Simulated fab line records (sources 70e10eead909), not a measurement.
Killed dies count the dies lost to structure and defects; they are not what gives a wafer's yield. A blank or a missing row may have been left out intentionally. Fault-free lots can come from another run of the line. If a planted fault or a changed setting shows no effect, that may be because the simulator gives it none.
Code-filled problem report in 8D (eight disciplines) form -- flow nand harc -- the parts of the form that need people (team, actions taken, sign-off) are left out

## 1. WHAT IS WRONG
Wafers without a fault read 3.3, standard deviation 2.1; killed at periphery at NHARC_END_SORT_01 reads a mean of 658.5 on 6 wafers belonging to 2 lots. That is +99 or more standard deviations from the usual mean.
Seen first at day 21 05:08 on prober-01, wafer L115.3. The record holds 39 wafers of 13 lots with a number at this step. Rule for "out" (also "out of limits"): further than 4 standard deviations from the usual mean. The other wafers with a number count as sound.

## 2. WHAT IT IS, AND WHAT IT ISN'T
question,is,is not
which readings at this step,"killed at periphery, killed dies","killed at array, killed at other, killed open"
which lots,"L115, L118","L108, L109, L110, L111, L121, L123, L126, L127, L129, L130, L131"
which wafers of those lots,all that have a number,-
read on which gauges,"prober-01, prober-02",-
when,from day 21 05:08,"up to then (12 sound wafers); but 21 sound wafers of L121, L123, L126, L127, L129, L130, L131 came after"

## 3. WHAT RULES OUT EACH SUSPECT
Counting: a tool at a process step up to the reading stays a suspect if it ran every lot that is out and no sound lot after the first of them.
- ruled out: the gauge at NHARC_END_SORT_01. Those wafers that are out were read across 2 gauges (prober-01, prober-02).
- litho track-07 at NHARC_P_GATE_DEVELOP_45 (time 70 s): ruled out as a lasting fault. Following L115 (day 6 22:00), the first lot on it that is out, the sound lots L129 were run on it.
Left after counting: nothing in the record.

## 4. THE CAUSE (what the simulator had put in)
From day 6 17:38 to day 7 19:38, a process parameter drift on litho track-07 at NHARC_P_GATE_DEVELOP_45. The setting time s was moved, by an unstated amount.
The count ruled it out by mistake, since the rule takes a fault to strike every lot its tool runs from the start of the fault on, and this one did not do so.

## 5. THE CHAIN OF EFFECTS, in route order
Rows list readings where the struck wafers' mean (over those with a number) sits beyond 3 standard deviations from the usual. Readings are gone through only where the record gives a usual standard deviation; hours: the median, over the lots, of the time from a lot's start at the first step in this table giving one to that lot's start at this step; sigmas: the change measured in usual standard deviations.
hours,step,reading,usual,on struck wafers,change,sigmas
0,NHARC_END_SORT_01,killed at periphery,3.3,658.5,+655.2,+99 or more
0,NHARC_END_SORT_01,killed dies,29,677,+648,+65

## 6. HOW IT WOULD HAVE BEEN CAUGHT EARLIER
In this record the first reading out of limits at a measuring or inspecting step was taken at day 21 05:08, 347 hours after the fault began at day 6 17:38.
No tool reading at NHARC_P_GATE_DEVELOP_45 that has a usual standard deviation in the record was out on any struck wafer, so an alarm limit of 4 standard deviations on those readings would not have fired.
